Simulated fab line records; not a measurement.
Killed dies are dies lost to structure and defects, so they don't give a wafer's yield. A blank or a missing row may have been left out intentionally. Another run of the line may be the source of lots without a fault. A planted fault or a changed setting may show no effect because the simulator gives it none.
fab line records | flow n5-finfet | part 2 of 2: steps 5 to 6 of 6
[record] lots = 24 wafers = 72 last-day = 18
route steps=1938 shown BEOL_M10@1491 BEOL_M11@1551
lots untouched by any fault: they come from a run of this same line in which no faults occurred
start-h: the number of hours between the record's first day and the start of the first shown wafer of the lot | wait-h: hours from the lot's prior step to this one | " as in the row above | L1.1+2: a row that stands for several wafers | - either no value or no given start | * or withheld: withheld | < > ~ a bound
route shown NAME@n: names a module that has steps shown in the file, with the first one's number in the route | usual: mean/standard deviation taken from wafers without a fault | same: alike in all rows | chamber/n: place in a boat | sites: the reading at each site | _std_site: their standard deviation | _edge_site: mean of outer sites minus mean of inner sites | radius-mm: how far each site lies from the wafer's centre | mask NAME#n: copy n | behind: the most recent tool/chamber to have shaped the wafer | hold: what put the lot on hold/how long, in hours/how the hold closed | device: which transistor (n, p or np) failed to switch | end of line: tests run on the same wafers once the route is complete | a step given without rows: its recipe and nothing more | killed: the dies lost at the first sort to structure and to defects; this is not the yield of the wafer | map: a wafer's dies, x killed, . not, _ none there
set.NAME: setting as actually run; set.NAME@STEP: the setting as run at that earlier step | model.NAME: the simulator's own value behind a step, which no gauge read
a sample of lots followed through the steps of the route, with each step as a table and each wafer as a row
services: from which hour (start-h, from the record's first day; less than 0 if before it) a tool's chamber was out of use, for how many hours, and why
[[steps]]
[step N5_BEOL_M11_INSPECT_13]
[recipe] mode = adi inspect-instrument = brightfield
[usual] raw-defect-count = 377/77
// columns lot.wafer tool chamber start-h wait-h raw-defect-count
L074.3 defect-inspect-02 - 229.67 0.0 468
L074.4 " - " " 338
L074.6 " - " " 417
L075.1 defect-inspect-02 - 239.23 0.0 347
L075.2 " - " " 432
L075.4 " - " " 430
L077.2 defect-inspect-02 - 249.69 0.0 399
L077.5 " - " " 324
L077.6 " - " " 334
L076.2 defect-inspect-02 - 263.29 0.0 332
L076.3 " - " " 384
L076.4 " - " " 342
L081.2 defect-inspect-01 - 268.14 0.0 484
L081.3 " - " " 454
L081.5 " - " " 368
L079.3 defect-inspect-02 - 268.34 0.0 502
L079.4 " - " " 433
L079.6 " - " " 333
L080.1 defect-inspect-01 - 268.70 0.0 287
L080.3 " - " " 402
L080.4 " - " " 317
L082.3 defect-inspect-02 - 284.59 0.0 514
L082.4 " - " " 333
L082.6 " - " " 336
L078.1 defect-inspect-01 - 290.29 0.0 383
L078.4 " - " " 500
L078.5 " - " " 399
L083.4 defect-inspect-02 - 295.54 0.0 413
L083.5 " - " " 416
L083.6 " - " " 408
L084.2 defect-inspect-02 - 301.99 0.0 266
L084.4 " - " " 212
L084.6 " - " " 363
L085.1 defect-inspect-02 - 313.06 0.0 362
L085.2 " - " " 357
L085.6 " - " " 409
L086.2 defect-inspect-01 - 317.73 0.0 307
L086.5 " - " " 301
L086.6 " - " " 316
L088.1 defect-inspect-01 - 326.53 0.0 450
L088.2 " - " " 239
L088.3 " - " " 420
L087.2 defect-inspect-02 - 337.99 0.0 378
L087.3 " - " " 409
L087.6 " - " " 399
L090.1 defect-inspect-01 - 347.16 0.0 448
L090.3 " - " " 472
L090.5 " - " " 242
L089.2 defect-inspect-01 - 354.37 0.0 561
L089.4 " - " " 378
L089.6 " - " " 392
L091.1 defect-inspect-01 - 354.90 0.0 369
L091.2 " - " " 436
L091.4 " - " " 709
L092.1 defect-inspect-01 - 368.22 0.0 360
L092.3 " - " " 291
L092.4 " - " " 314
L093.1 defect-inspect-02 - 370.96 0.0 293
L093.5 " - " " 332
L093.6 " - " " 327
L095.1 defect-inspect-01 - 371.09 0.0 482
L095.2 " - " " 315
L095.4 " - " " 411
L094.2 defect-inspect-01 - 371.69 0.0 360
L094.3 " - " " 428
L094.5 " - " " 377
L096.4 defect-inspect-02 - 379.46 0.0 373
L096.5 " - " " 418
L096.6 " - " " 404
L097.2 defect-inspect-01 - 384.54 0.0 235
L097.4 " - " " 247
L097.5 " - " " 313
[step N5_BEOL_M11_DESCUM_16]
[recipe] chemistry = O2 time-s = 7.9 source-power-w = 50 bias-power-w = 20 pressure-mtorr = 20 rf-frequency-hz = 2.712e+07 temp-c = 40 resist = CAR-ArF o2-flow-sccm = 225
[usual] drypump-motor-current-A = 6.0/0.38 oes-product-au = 0.80/0.094 rf-vpp-V = 243.1/1.3 showerhead-plenum-p-Torr = 2.08/0.071 throttle-valve-pct = 20.40/0.29
// columns lot.wafer tool chamber start-h wait-h drypump-motor-current-A oes-product-au rf-hours-counter-h rf-vpp-V showerhead-plenum-p-Torr throttle-valve-pct
L074.3 rie-diel-02 0 230.10 0.4 6.7 0.86 67 243.4 2.14 20.14
L074.4 " 1 " " 5.7 0.73 174 243.3 2.01 20.94
L074.6 " 1 " " 5.8 0.73 - 240.8 2.01 20.96
L075.1 rie-diel-03 2 239.29 0.1 6.6 0.71 235 242.9 2.08 20.58
L075.2 " 3 " " 6.4 0.69 221 243.6 2.16 20.50
L075.4 " 1 " " 5.8 0.93 24 242.5 2.04 20.17
L077.2 rie-diel-02 0 250.42 0.7 6.7 0.85 71 243.7 2.14 20.15
L077.5 " 1 " " 5.7 0.72 - 240.7 2.01 20.98
L077.6 " 0 " " 6.6 0.85 - 242.6 2.14 20.16
L076.2 rie-diel-01 1 263.32 0.0 6.1 0.88 50 241.8 2.05 20.59
L076.3 " 2 " " 6.0 0.70 187 245.0 2.15 20.57
L076.4 " 0 " " 6.2 0.90 - 243.3 2.09 19.90
L081.2 rie-diel-02 3 268.18 0.0 5.8 0.72 201 241.7 1.98 20.12
L081.3 " 2 " " 5.7 0.97 13 245.2 2.21 20.34
L081.5 " 2 " " 5.7 0.96 - 244.9 2.21 20.36
L079.3 rie-diel-02 3 268.43 0.1 5.8 0.73 202 242.1 1.98 20.13
L079.4 " 0 " " 6.6 0.85 77 242.6 2.13 20.16
L079.6 " 0 " " 6.7 0.85 - 244.1 2.13 20.17
L080.1 rie-diel-03 1 268.88 0.2 5.8 0.91 34 243.0 2.03 20.18
L080.3 " 2 " " 6.5 0.70 245 242.0 2.08 20.59
L080.4 " 0 " " 5.3 0.77 137 243.5 2.12 20.48
L082.3 rie-diel-02 3 284.62 0.0 5.9 0.72 207 241.4 1.97 20.13
L082.4 " 0 " " 6.6 0.85 82 244.5 2.13 20.15
L082.6 " 2 " " 5.7 0.94 - 245.0 2.20 20.37
L078.1 rie-diel-02 0 290.46 0.2 6.7 0.85 84 243.1 2.13 20.16
L078.4 " 1 " " 5.8 0.72 192 241.8 2.00 20.98
L078.5 " 0 " " 6.7 0.84 - 243.0 2.13 20.19
L083.4 rie-diel-02 1 295.57 0.0 5.7 0.72 193 242.7 2.00 20.98
L083.5 " 0 " " 6.6 0.84 - 243.1 2.13 20.18
L083.6 " 3 " " 5.8 0.71 - 242.7 1.97 20.13
L084.2 rie-diel-02 2 302.02 0.0 5.7 0.94 24 244.1 2.20 20.37
L084.4 " 0 " " 6.7 0.84 87 244.4 2.13 20.19
L084.6 " 3 " " 5.8 0.72 - 241.3 1.97 20.15
L085.1 rie-diel-02 2 314.64 1.6 5.7 0.94 29 244.0 2.20 20.37
L085.2 " 3 " " 5.8 0.71 216 241.8 1.97 20.15
L085.6 " 3 " " 5.8 0.72 - 241.2 1.97 20.17
L086.2 rie-diel-02 3 317.77 0.0 5.8 0.71 218 241.6 1.97 20.16
L086.5 " 2 " " 5.7 0.92 - 245.0 2.20 20.36
L086.6 " 1 " " 5.8 0.71 - 241.4 2.00 20.99
L088.1 rie-diel-01 1 326.56 0.0 6.0 0.84 66 241.4 2.04 20.62
L088.2 " 0 " " 6.2 0.86 44 244.3 2.09 19.93
L088.3 " 2 " " 6.0 0.69 203 244.8 2.15 20.59
L087.2 rie-diel-03 2 338.07 0.1 6.6 0.92 6 242.7 2.08 20.35
L087.3 " 1 " " 5.8 0.87 59 242.9 2.03 20.22
L087.6 " 3 " " 6.4 0.68 - 244.1 2.15 20.55
L090.1 rie-diel-01 0 347.20 0.0 6.2 0.87 50 243.6 2.09 19.93
L090.3 " 2 " " 6.0 0.69 209 243.7 2.14 20.62
L090.5 " 1 " " 6.1 0.85 - 241.8 2.04 20.63
L089.2 rie-diel-01 3 354.41 0.0 5.8 0.70 243 243.2 2.04 20.40
L089.4 " 1 " " 6.0 0.86 73 242.3 2.04 20.64
L089.6 " 1 " " 6.1 0.84 - 241.6 2.04 20.63
L091.1 rie-diel-02 3 354.93 0.0 5.8 0.70 229 240.5 1.97 20.17
L091.2 " 2 " " 5.7 0.91 43 244.6 2.19 20.41
L091.4 " 0 " " 6.7 0.82 105 243.2 2.13 20.21
L092.1 rie-diel-03 2 368.25 0.0 6.5 0.89 18 242.2 2.07 20.40
L092.3 " 0 " " 5.2 0.73 172 243.8 2.10 20.54
L092.4 " 1 " " 5.8 0.85 70 243.6 2.02 20.25
L093.1 rie-diel-01 2 371.02 0.1 6.0 0.68 216 244.8 2.14 20.63
L093.5 " 1 " " 6.1 0.84 - 242.7 2.04 20.63
L093.6 " 2 " " 6.0 0.68 - 243.0 2.14 20.64
L095.1 rie-diel-03 1 371.13 0.0 5.8 0.85 71 243.3 2.02 20.23
L095.2 " 2 " " 6.6 0.90 18 241.6 2.07 20.38
L095.4 " 3 " " 6.5 0.94 2 243.9 2.15 20.24
L094.2 rie-diel-01 3 371.72 0.0 5.9 0.68 248 243.5 2.04 20.40
L094.3 " 1 " " 6.0 0.84 79 241.7 2.04 20.65
L094.5 " 1 " " 6.0 0.84 - 242.7 2.04 20.63
L096.4 rie-diel-03 3 379.49 0.0 6.4 0.93 5 243.5 2.15 20.22
L096.5 " 2 " " 6.6 0.88 - 242.7 2.07 20.37
L096.6 " 3 " " 6.4 0.92 - 243.6 2.15 20.23
L097.2 rie-diel-01 1 384.88 0.3 6.0 0.84 84 241.7 2.04 20.65
L097.4 " 0 " " 6.2 0.86 - 242.2 2.08 19.93
L097.5 " 1 " " 6.0 0.84 - 241.3 2.04 20.65
[[services]]
// columns tool chamber start-h hours kind
rie-diel-01 1 203.57 9.8 repair
rie-diel-05 - 205.16 0.7 repair
rie-diel-05 - 218.37 0.1 repair
rie-diel-05 3 242.46 40.9 repair
rie-diel-04 1 252.29 3.0 repair
rie-diel-01 3 254.41 9.7 repair
rie-diel-02 3 255.88 9.2 repair
rie-diel-03 3 274.13 5.8 repair
rie-diel-01 3 275.10 4.1 repair
rie-diel-06 2 275.94 2.5 repair
rie-diel-05 3 283.73 - clean
rie-diel-05 3 283.73 - consumable-replace:focus-ring
rie-diel-05 3 283.73 26.2 scheduled-down
rie-metal-03 - 295.92 14.6 pm
rie-diel-06 0 300.33 - clean
rie-diel-06 0 300.33 - consumable-replace:focus-ring
rie-diel-06 0 300.33 - consumable-replace:showerhead
rie-diel-03 0 311.45 3.0 repair
rie-metal-01 0 320.04 4.9 repair
rie-metal-01 - 327.12 14.6 pm
rie-metal-03 - 337.52 1.8 repair
rie-diel-02 1 338.28 8.1 repair
rie-diel-02 - 367.53 0.8 repair
rie-metal-03 1 370.29 29.6 repair
